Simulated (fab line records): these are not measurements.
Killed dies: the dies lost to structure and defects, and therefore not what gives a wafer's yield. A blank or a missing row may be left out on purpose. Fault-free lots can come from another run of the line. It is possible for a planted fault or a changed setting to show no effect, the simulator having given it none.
fab line records	flow n5Finfet
record lots=5	wafers=13	lastDay=17
route steps=1938 shown HKMG_FIN@433 GATE_CUT@465 BEOL_M4@1111 PASSIVATION@1936
lots that met no fault: from a run of the same line without faults
startH: the number of hours between the record's first day and the start of the first shown wafer of the lot	waitH: how many hours have passed since the lot's step before this one	" repeats the value in the row above	L1.1+2: several wafers, shown together as one row	- either no value or no given start	* or withheld: withheld	< > ~ a bound
route shown NAME@n: names a module that has steps shown in the file, with the first one's number in the route	usual: the fault-free wafers' mean and standard deviation	same: alike in all rows	chamber/n: place in a boat	sites: the reading at each site	_std_site: the standard deviation of these	_edge_site: inner sites' mean taken away from outer sites' mean	radiusMm: how far each site lies from the wafer's centre	mask NAME#n: copy n	behind: tool/chamber where the wafer was last shaped	hold: cause of the lot's hold/its duration in hours/its outcome	device: the transistor (n, p or np) that didn't switch	end of line: at the end of the route, the tests of the same wafers	where a step has no rows: the recipe by itself	killed: the dies lost at the first sort to structure and to defects; this is not the yield of the wafer	map: dies across one wafer; x = killed, . = not, _ = none there
set.NAME: the run value of the setting; set.NAME@STEP: its run value at that earlier step	model.NAME: the simulator's own value behind a step, which no gauge read
lots at some steps of the route; a table a step, a row a wafer
services: when a tool's chamber went out of use (startH, in hours from the record's first day, below 0 if earlier), for how many hours, and the reason
## steps
# step N5_HKMG_FIN_DESCUM_17
# recipe chemistry=O2	timeS=7.9	sourcePowerW=50	biasPowerW=20	pressureMtorr=20	rfFrequencyHz=2.712e+07	tempC=40	resist=CAR-ArF	o2FlowSccm=225
# step N5_HKMG_FIN_ETCH_31
# recipe chemistry=CF4	target=SiARC	targetDepthA=455	maskMaterial=CAR-ArF	timeS=75.8	ionEnergyEv=80	pressureMtorr=40	sourceW=545	biasW=36	Ar_flow_sccm=100	cf4FlowSccm=100	ends=cleared
# step N5_HKMG_FIN_ETCH_32
# recipe chemistry=N2/H2	target=SOC	targetDepthA=2400	tempC=40	timeS=300	ionEnergyEv=200	maskMaterial=SiARC	pressureMtorr=30	sourceW=840	biasW=150	n2FlowSccm=200	h2FlowSccm=200
# step N5_HKMG_FIN_STRIP_33
# recipe chemistry=N2/H2	tempC=40	n2FlowSccm=200	h2FlowSccm=200	rfFrequencyHz=6e+07
# step N5_HKMG_FIN_STRIP_34
# recipe chemistry=CF4	resist=SiARC	powerW=300	biasPowerW=75	pressureMtorr=50	cf4FlowSccm=150	rfFrequencyHz=6e+07
# step N5_HKMG_FIN_ETCH_35
# recipe chemistry=N2/H2	target=SOC	targetDepthA=2158	ionEnergyEv=65	biasW=5	sourceW=3000	timeS=243.4	pressureMtorr=30	n2FlowSccm=200	h2FlowSccm=200
# step N5_HKMG_FIN_STRIP_92
# recipe chemistry=N2/H2	material=SOC	timeS=20	powerW=500	tempC=40	pressureMtorr=50	rfFrequencyHz=6e+07	biasPowerW=8	h2Frac=0.5	n2FlowSccm=300	h2FlowSccm=300
# step N5_HKMG_FIN_WET_ETCH_18
# recipe chemistry=SC1	target=TiN	mix=1:1:5	tempC=*	timeS=55	targetDepthNm=5.2	dry=ipaMarangoni	rinseTimeS=30	rinseTempC=23
# step N5_HKMG_FIN_STRIP_19
# recipe chemistry=N2/H2	powerW=2500	tempC=300	h2Frac=0.65	timeS=360	pressureMtorr=withheld	n2FlowSccm=1750	h2FlowSccm=3250
# step N5_HKMG_FIN_ALD_91
# recipe material=TiN	targetThkA=10	tempC=400	aldPrecursorFamily=TiCl4	aldCoReactant=NH3	pulseTimeS=1	purgeTimeS=3	coReactantPurgeTimeS=2	coReactantPulseTimeS=2	aldCycles=47	pressureTorr=3
# usual aldCycles=47/0	heaterPowerW=901/95	precursorPulseHeightRel=0.996/0.019
lot.wafer	tool	chamber	startH	waitH	aldCycles	heaterPowerW	precursorPulseHeightRel
L375.1	aldMetal-02	2	105.02	0.8	47	932	1.013
L375.4	"	0	"	"	47	1027	0.997
L375.5	"	0	"	"	47	1047	0.977
L376.2	aldMetal-02	0	106.98	0.3	43	1037	0.999
L376.3	"	3	"	"	47	884	1.015
L376.5	"	3	"	"	47	864	0.971
L378.1	aldMetal-02	3	123.81	0.3	43	854	1.021
L378.2	"	2	"	"	43	919	1.005
L381.2	aldMetal-02	1	143.58	0.3	43	986	0.993
L381.5	"	3	"	"	47	862	1.003
L392.1	aldMetal-03	3	204.77	0.3	47	884	1.003
L392.3	"	1	"	"	47	897	0.972
L392.4	"	0	"	"	47	681	0.984
# step N5_HKMG_FIN_COAT_85
# recipe resist=SOC	tempC=250	timeS=60	spinRpm=1500	resistThkNm=300
# step N5_HKMG_FIN_ETCH_86
# recipe chemistry=N2/H2	target=SOC	targetDepthA=3932	stopOn=TiN	ionEnergyEv=100	biasW=61	pressureMtorr=30	sourceW=850	n2FlowSccm=200	h2FlowSccm=200
# step N5_HKMG_FIN_STRIP_89
# recipe chemistry=N2/H2	material=SOC	timeS=20	powerW=500	tempC=40	pressureMtorr=50	rfFrequencyHz=6e+07	biasPowerW=8	h2Frac=0.5	n2FlowSccm=300	h2FlowSccm=300
# step N5_HKMG_FIN_WET_ETCH_87
# recipe chemistry=SC1	target=TiN	mix=1:2:40	tempC=50	timeS=154.2	targetDepthNm=4.7	dry=ipaMarangoni	rinseTimeS=30	rinseTempC=23
# step N5_HKMG_FIN_STRIP_88
# recipe chemistry=N2/H2	powerW=2500	tempC=300	h2Frac=0.65	timeS=360	pressureMtorr=withheld	n2FlowSccm=1750	h2FlowSccm=3250
# step N5_HKMG_FIN_NWFM_ALD_20
# recipe material=TiAlC	targetThkA=20	tempC=300	aldPrecursorFamily=TiCl4	aldCoReactant=TEA	pulseTimeS=3	purgeTimeS=2	coReactantPurgeTimeS=2	coReactantPulseTimeS=10	aldCycles=7	pressureTorr=3
# step N5_HKMG_FIN_ALD_71
# recipe material=TiN	targetThkA=10	tempC=400	aldPrecursorFamily=TiCl4	aldCoReactant=NH3	pulseTimeS=1	purgeTimeS=3	coReactantPurgeTimeS=2	coReactantPulseTimeS=2	aldCycles=47	pressureTorr=3
# step N5_HKMG_FIN_COAT_66
# recipe resist=SOC	tempC=250	timeS=60	spinRpm=1500	resistThkNm=300
# step N5_HKMG_FIN_ETCH_67
# recipe chemistry=N2/H2	target=SOC	targetDepthA=3889	stopOn=TiN	ionEnergyEv=100	biasW=61	pressureMtorr=30	sourceW=850	n2FlowSccm=200	h2FlowSccm=200
# step N5_HKMG_FIN_STRIP_90
# recipe chemistry=N2/H2	material=SOC	timeS=20	powerW=500	tempC=40	pressureMtorr=50	rfFrequencyHz=6e+07	biasPowerW=8	h2Frac=0.5	n2FlowSccm=300	h2FlowSccm=300
# step N5_HKMG_FIN_WET_ETCH_73
# recipe chemistry=SC1	mix=1:2:40	tempC=50	timeS=42.3	targetDepthNm=1.3	dry=ipaMarangoni	rinseTimeS=30	rinseTempC=23
# step N5_HKMG_FIN_ETCHBACK_68
# recipe chemistry=Cl2/Ar	stopOn=HfO2	targetDepthA=5	pressureMtorr=10	icpW=600	biasW=60	Cl2_flow_sccm=40	Ar_flow_sccm=60
# step N5_HKMG_FIN_STRIP_69
# recipe chemistry=N2/H2	powerW=2500	tempC=300	h2Frac=0.65	timeS=360	pressureMtorr=withheld	n2FlowSccm=1750	h2FlowSccm=3250
# step N5_HKMG_FIN_ALD_21
# recipe material=TiN	targetThkA=15	tempC=400	aldPrecursorFamily=TiCl4	aldCoReactant=NH3	pulseTimeS=1	purgeTimeS=3	coReactantPurgeTimeS=2	coReactantPulseTimeS=2	aldCycles=68	pressureTorr=3
# step N5_HKMG_FIN_ALD_72
# recipe material=W	targetThkA=20	tempC=300	pressureTorr=7.5	aldPrecursorFamily=WF6	aldCoReactant=B2H6	pulseTimeS=1	purgeTimeS=2	coReactantPurgeTimeS=2	coReactantPulseTimeS=3	aldCycles=7
# step N5_HKMG_FIN_W_FILL_22
# recipe material=W	targetThkA=600	tempC=400	pressureTorr=39.4	timeS=18.2
# step N5_HKMG_FIN_PRECLEAN_83
# recipe chemistry=DIW	timeS=57.5	tempC=23
# step N5_HKMG_FIN_SRD_84
# recipe dryTimeS=32	dry=n2Spin	spinRpm=1500
# step N5_HKMG_FIN_CMP_23
# recipe stopOn=SiNx	tOverpolishS=10	postCmpClean=rinseOnly	downForcePsi=4	platenRpm=50.289	padVelocityMS=1.0006	targetThkNm=46.326
# step N5_HKMG_FIN_CMP_94
# recipe stopOn=SiNx	postCmpClean=wDiluteNh4oh	tOverpolishS=4.7	downForcePsi=4	platenRpm=50.289	padVelocityMS=1.0006	targetThkNm=43.299
# step N5_GATE_CUT_ETCHBACK_00
# recipe chemistry=SF6/Cl2	target=W	pressureMtorr=8	icpW=900	biasW=80	SF6_flow_sccm=40	Cl2_flow_sccm=60
# step N5_GATE_CUT_ETCH_56
# recipe chemistry=Cl2/Ar	target=TiN	targetDepthA=216	pressureMtorr=10	icpW=600	biasW=60	Cl2_flow_sccm=40	Ar_flow_sccm=60
# step N5_GATE_CUT_ETCHBACK_30
# recipe chemistry=Cl2/Ar	target=TiN	targetDepthA=30	mode=isotropic	pressureMtorr=10	icpW=600	biasW=60	Cl2_flow_sccm=40	Ar_flow_sccm=60
# step N5_GATE_CUT_VAPOR_ETCH_60
# recipe chemistry=BCl3/Cl2	target=HfO2	mode=isotropic
# step N5_GATE_CUT_ETCH_58
# recipe chemistry=CH3F/O2	target=SiNx	targetDepthA=170	timeS=128.6	ionEnergyEv=50	pressureMtorr=30	sourceW=415	biasW=21	Ar_flow_sccm=150	CH3F_flow_sccm=30	O2_flow_sccm=20
# step N5_GATE_CUT_STRIP_59
# recipe chemistry=N2/H2	timeS=20	powerW=100	tempC=40	pressureMtorr=100	rfFrequencyHz=6e+07	biasPowerW=3	n2FlowSccm=300	h2FlowSccm=300
# step N5_GATE_CUT_PRECLEAN_31
# recipe tempC=23	chemistry=DIW	timeS=300
# step N5_BEOL_M4_RC_MEAS_101
# usual DIBL_N=36.0/2.5	DIBL_P=36.2/3	IOFF_N=0.16/0.044	IOFF_N_LONG=5.5e-05/3.2e-06	IOFF_P=0.21/0.049	ION_N=671/15	ION_P=461/8.7	SS_N=71.5/0.72	SS_P=73.4/0.9	VT_N=251/4.4	VT_N_LONG=275.2/2.2	VT_N_LVT=99/4.7	VT_P=-250/4
lot.wafer	tool	chamber	startH	waitH	DIBL_N[mV/V]	DIBL_P[mV/V]	IOFF_N[nA/um]	IOFF_N_LONG[nA/um]	IOFF_P[nA/um]	ION_N[uA/um]	ION_P[uA/um]	SS_N[mV/dec]	SS_P[mV/dec]	VT_N[mV]	VT_N_LONG[mV]	VT_N_LVT[mV]	VT_P[mV]
L376.2	prober-02	0	215.42	0.2	37.3	37.8	0.24	7.5e-05	0.20	705	462	71.5	73.6	238	261.4	85	-253
L376.3	"	0	"	"	35.3	35.8	0.13	5.5e-05	0.19	675	467	71.4	73.0	250	273.8	99	-253
L376.5	"	0	"	"	38.8	38.8	0.21	5.8e-05	0.24	697	474	72.1	74.2	245	273.9	92	-247
L375.1	prober-01	0	215.44	0.0	33.3	33.9	0.12	5.4e-05	0.17	677	464	71.2	73.7	252	276.9	102	-253
L375.4	"	0	"	"	38.9	40.1	0.21	5.4e-05	0.24	690	456	72.6	74.3	247	277.8	97	-249
L375.5	"	0	"	"	34.6	34.6	0.14	5.4e-05	0.17	673	459	71.7	72.8	252	275.6	101	-255
L378.1	prober-02	0	223.56	0.0	36.6	37.4	0.23	7e-05	0.20	707	471	71.3	73.5	239	267.3	85	-252
L378.2	"	0	"	"	38.8	38.6	0.27	7.1e-05	0.20	705	455	71.1	73.7	238	266.9	85	-252
L381.2	prober-02	0	244.47	0.2	35.3	34.4	0.19	7.2e-05	0.17	693	455	71.0	73.2	241	264.0	90	-254
L381.5	"	0	"	"	33.5	31.9	0.10	5.6e-05	0.16	656	463	70.2	73.2	254	272.8	105	-250
L392.1	prober-01	0	309.27	0.4	36.4	36.8	0.18	6.1e-05	0.27	693	481	71.3	72.0	243	270.4	92	-242
L392.3	"	0	"	"	37.4	36.8	0.19	6.2e-05	0.25	678	468	70.8	73.8	246	271.9	94	-246
L392.4	"	0	"	"	36.1	34.6	0.15	6.1e-05	0.20	666	458	71.4	72.9	250	270.2	98	-251
# step N5_PASSIVATION_PROBE_49
# usual defectLimitedYield=91.7/1.4	killed_at_M0_to_M3=31/11	killed_at_M4_up=13/4.6	killedAtContacts=13/6.7	killedAtFrontEnd=39/9.6	killedAtOther=3.5/2.8	killedDies=98/16	killedOpen=64/11	killedShort=33/8.5	sort_bin_4_leakage=0.00/0.032	sort_bin_5_function=4.9/0.96	sort_bin_6_memory=3.1/0.59	sortNPass=1080/23	sortYieldPct=91.5/1.9
# same grossDies=1180	killedAtBackSide=0	sort_bin_8_speed[%]=0
lot.wafer	tool	chamber	startH	waitH	defectLimitedYield[%]	killed_at_M0_to_M3	killed_at_M4_up	killedAtContacts	killedAtFrontEnd	killedAtOther	killedDies	killedOpen	killedShort	sort_bin_4_leakage[%]	sort_bin_5_function[%]	sort_bin_6_memory[%]	sortNPass	sortYieldPct[%]
L375.1	prober-01	-	319.15	0.0	90.8	36	11	10	44	8	109	73	36	0	5.3	3.5	1071	90.8
L375.4	prober-01	-	319.30	0.2	91.4	30	7	15	44	5	101	65	36	0	5.3	3.2	1079	91.4
L375.5	prober-01	-	319.35	0.2	93.1	22	8	11	33	8	82	59	23	0	3.6	3.1	1098	93.1
L376.2	prober-02	-	326.53	0.8	91.2	22	18	10	50	4	104	67	37	0	4.6	3.7	1076	91.2
L376.3	prober-02	-	326.58	0.9	92.5	29	11	2	46	0	88	53	34	0	4.2	2.9	1092	92.5
L376.5	prober-02	-	326.68	1.0	93.8	16	23	8	26	0	73	52	20	0	3.2	2.5	1107	93.8
L378.1	prober-02	-	337.76	0.0	92.6	21	10	10	45	1	87	58	29	0	4.8	2.4	1093	92.6
L378.2	prober-02	-	337.81	0.1	91.8	40	10	10	36	1	97	58	37	0.17	4.5	3.5	1081	91.6
L381.2	prober-01	-	343.66	0.1	89.1	38	13	13	61	4	129	61	47	0	6.0	2.8	1051	89.1
# killed by level:class
L375.1 BEOL_M1:geometricParticle:open=12 GATE_CUT:geometricParticle:short=9 BEOL_M0:geometricParticle:open=9 FIN_SAQP:geometricParticle:short=7 STI_FIN_REVEAL:geometricParticle:open=7 MOL_CONTACT_COAG:geometricParticle:open=7 GATE_CUT:geometricParticle:open=5 BEOL_M1:geometricParticle:short=5
L375.4 MOL_CONTACT_COAG:geometricParticle:open=13 GATE_CUT:geometricParticle:short=8 STI_FIN_REVEAL:geometricParticle:open=7 DUMMY_GATE:geometricParticle:open=6 BEOL_M3:geometricParticle:open=6 GATE_CUT:geometricParticle:open=5 BEOL_M0:geometricParticle:open=5 BEOL_M1:geometricParticle:short=5
L375.5 MOL_CONTACT_COAG:geometricParticle:open=9 BEOL_M0:geometricParticle:open=5 STI_FIN_REVEAL:geometricParticle:open=5 DUMMY_GATE:geometricParticle:open=5 BEOL_M3:geometricParticle:short=5 BEOL_M4:geometricParticle:open=5 FIN_SAQP:geometricParticle:open=4 GATE_CUT:geometricParticle:open=4
L376.2 STI_FIN_REVEAL:geometricParticle:open=18 MOL_CONTACT_COAG:geometricParticle:open=7 FIN_SAQP:geometricParticle:short=6 BEOL_M1:geometricParticle:open=6 FIN_SAQP:geometricParticle:open=4 BEOL_M0_SAQP:geometricParticle:open=4 BEOL_M4:geometricParticle:open=4 STARTING-WAFER:geometricParticle:short=4
L376.3 STI_FIN_REVEAL:geometricParticle:open=19 BEOL_M0_SAQP:geometricParticle:open=6 BEOL_M0:geometricParticle:short=5 STARTING-WAFER:geometricParticle:open=5 FIN_SAQP:geometricParticle:open=4 STI_FIN_REVEAL:geometricParticle:short=4 BEOL_M0_SAQP:geometricParticle:short=4 FIN_SAQP:geometricParticle:short=3
L376.5 BEOL_M4:geometricParticle:open=12 STI_FIN_REVEAL:geometricParticle:open=6 MOL_CONTACT_COAG:geometricParticle:open=6 BEOL_M5:geometricParticle:open=5 FIN_SAQP:geometricParticle:short=4 BEOL_M0:geometricParticle:open=4 STARTING-WAFER:geometricParticle:open=4 ILD0:geometricParticle:short=3
L378.1 FIN_SAQP:geometricParticle:open=8 STI_FIN_REVEAL:geometricParticle:open=8 MOL_CONTACT_COAG:geometricParticle:open=8 FIN_SAQP:geometricParticle:short=7 DUMMY_GATE:geometricParticle:open=7 BEOL_M0_SAQP:geometricParticle:short=6 BEOL_M0:geometricParticle:open=5 GATE_CUT:geometricParticle:open=4
L378.2 FIN_SAQP:geometricParticle:open=9 BEOL_M3:geometricParticle:open=7 MOL_CONTACT_COAG:geometricParticle:open=6 BEOL_M0_SAQP:geometricParticle:short=6 BEOL_M0_SAQP:geometricParticle:open=5 GATE_CUT:geometricParticle:open=5 BEOL_M0:geometricParticle:open=5 BEOL_M0:geometricParticle:short=5
L381.2 HKMG_FIN:areaAld=21 BEOL_M0_SAQP:geometricParticle:short=14 STI_FIN_REVEAL:geometricParticle:open=10 FIN_SAQP:geometricParticle:open=8 MOL_CONTACT_COAG:geometricParticle:open=8 STARTING-WAFER:geometricParticle:short=6 MOL_CONTACT_COAG:geometricParticle:short=5 BEOL_M0_SAQP:geometricParticle:open=5
## services
tool	chamber	startH	hours	kind
aldMetal-03	-	186.39	1.1	repair
## key
firstSign step=N5_HKMG_FIN_ALD_91	reading=aldCycles	direction=down	sigmas=99+	usual=*	struck=*
effect step=N5_BEOL_M4_RC_MEAS_101	reading=IOFF_N_LONG	direction=up	sigmas=5.6	usual=5.5e-05	struck=7.2e-05
effect step=N5_BEOL_M4_RC_MEAS_101	reading=VT_N_LONG	direction=down	sigmas=4.7	usual=275.2	struck=264.9
effect step=N5_BEOL_M4_RC_MEAS_101	reading=VT_N_LVT	direction=down	sigmas=2.8	usual=99	struck=86
effect step=N5_BEOL_M4_RC_MEAS_101	reading=VT_N	direction=down	sigmas=2.6	usual=251	struck=239
effect step=N5_BEOL_M4_RC_MEAS_101	reading=ION_N	direction=up	sigmas=2.1	usual=671	struck=703
effect step=N5_BEOL_M4_RC_MEAS_101	reading=IOFF_N	direction=up	sigmas=1.8	usual=0.16	struck=0.23
metAt N5_HKMG_FIN_ALD_91
struckWafers L376.2,L378.1,L378.2,L381.2
onsetBetween 105.02 106.98
fault kind=processParameterDrift	tool=aldMetal-02	chamber=-	onsetH=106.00	steps=N5_HKMG_FIN_ALD_91	channel=aldCycles	offset=*	shape=step	endH=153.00	scope=struckWafersOnly	actsIn=*	stated=*
